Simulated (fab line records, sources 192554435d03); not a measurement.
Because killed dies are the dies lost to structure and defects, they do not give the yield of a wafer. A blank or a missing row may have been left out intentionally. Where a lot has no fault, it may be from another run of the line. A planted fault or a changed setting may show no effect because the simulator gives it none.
A struck lot beside a sound one	flow n5_finfet	15 out of 1938 route steps
Sound: the wafers L916.2, L916.4, L916.5. Struck: wafers L922.2, L922.4. Last of all comes the cause.
Order at every step that has rows: each side's tool, ch and its chambers, its first start. Under that, the readings that differ: sound wafers	struck wafers	difference of the means	sigmas: that difference in standard deviations of wafers without a fault.
alike: same words and numbers on both sides, and readings whose means sit less than 2 such deviations apart. not compared: any withheld reading, any reading some wafer has no value for, any bound like >300 that may hide the same value, and any number with overlapping values for which the record gives no deviation.
The two part at a step that has a row with sigmas, a row that says differs or no value, or rows on one side only. When numbers do not overlap yet have no deviation, they are printed without sigmas and do not part them. A reading missing from all wafers of one side parts the sides only when that side holds two or more wafers.

first, 1 step without rows for these wafers: N5_BEOL_M11_STRIP_77 (strips in N2/H2, time 10 s).
N5_BEOL_M11_OCD_MEAS_38:
  sound on ocd-01, day 11 08:11; struck on ocd-02, day 13 03:12
  alike: trench_depth_nm
then, 4 steps without rows for these wafers: N5_BEOL_M11_HM_STRIP_39 (strips TiN in peroxide tin strip, target depth 25 nm, time 158 s); N5_BEOL_M11_SRD_40 (time 30 s); N5_BEOL_M11_PRECLEAN_42 (cleans in residue remover, time 60 s); N5_BEOL_M11_SRD_43 (time 30 s).
N5_BEOL_M11_CD_MEAS_35: target cd 70 nm.
  sound on cd_sem-01, day 11 08:20; struck on cd_sem-02, day 13 03:21
  alike: cd_nm
N5_BEOL_M11_CURE_72: cures SiCOH lowk, time 120 s.
  sound on uv_cure-02 ch 2, day 11 08:31; struck on uv_cure-03 ch 2, day 13 03:26
reading	sound	struck	difference	sigmas
lamp_power_pct (%)	52.33 52.36 52.38	52.24 52.25	-0.11	-2
  alike: wafer_temp_C_max
N5_BEOL_M11_DEGAS_44: time 60 s.
  sound on pvd_sputter-03, day 11 09:28; struck on pvd_sputter-01, day 13 03:51
  alike: heater_power_w
N5_BEOL_M11_PRE_CLEAN_45: time 30 s.
  sound on pvd_sputter-03, day 11 09:31; struck on pvd_sputter-01, day 13 03:53
  alike: heater_power_w
then, 1 step without rows for these wafers: N5_BEOL_M11_ALD_74 (deposits TaN, target thk 2 nm, pulse time 2 s, purge time 3 s).
N5_BEOL_M11_SURFACE_TREAT_76:
  sound on pvd_sputter-03, day 11 10:01; struck on pvd_sputter-03, day 13 04:16
  not compared: throttle_valve_pct
N5_BEOL_M11_CVD_75: deposits Co from CCTBA/H2, target thk 2 nm, time 138.9 s.
  sound on cvd_co-01 ch 0,1, day 11 10:12; struck on cvd_co-02 ch 1, day 13 04:22
reading	sound	struck	difference	sigmas
run_length_s (s)	162.0 162.0 161.7	292.0 292.9	+130.5	+99 or more
N5_BEOL_M11_SPUTTER_48: material Cu, target thk 12 nm, time 2 s.
  sound on pvd_sputter-03, day 11 10:20; struck on pvd_sputter-01, day 13 04:29
  alike: bias_v, throttle_valve_pct
N5_PASSIVATION_PROBE_49:
  sound on prober-01, day 13 02:37; struck on prober-01, day 14 18:17
  alike: defect_limited_yield, killed_at_M0_to_M3, killed_at_M4_up, killed_at_contacts, killed_at_front_end, killed_at_other, killed_dies, killed_open, killed_short, sort_bin_5_function, sort_bin_6_memory, sort_n_pass, sort_yield_pct

WHERE THEY PART
First at N5_BEOL_M11_CURE_72; last, within this record, at N5_BEOL_M11_CVD_75. Later steps at which nothing parts them and some readings are alike: N5_BEOL_M11_SPUTTER_48, N5_PASSIVATION_PROBE_49.

WHY: whatever the simulator had introduced
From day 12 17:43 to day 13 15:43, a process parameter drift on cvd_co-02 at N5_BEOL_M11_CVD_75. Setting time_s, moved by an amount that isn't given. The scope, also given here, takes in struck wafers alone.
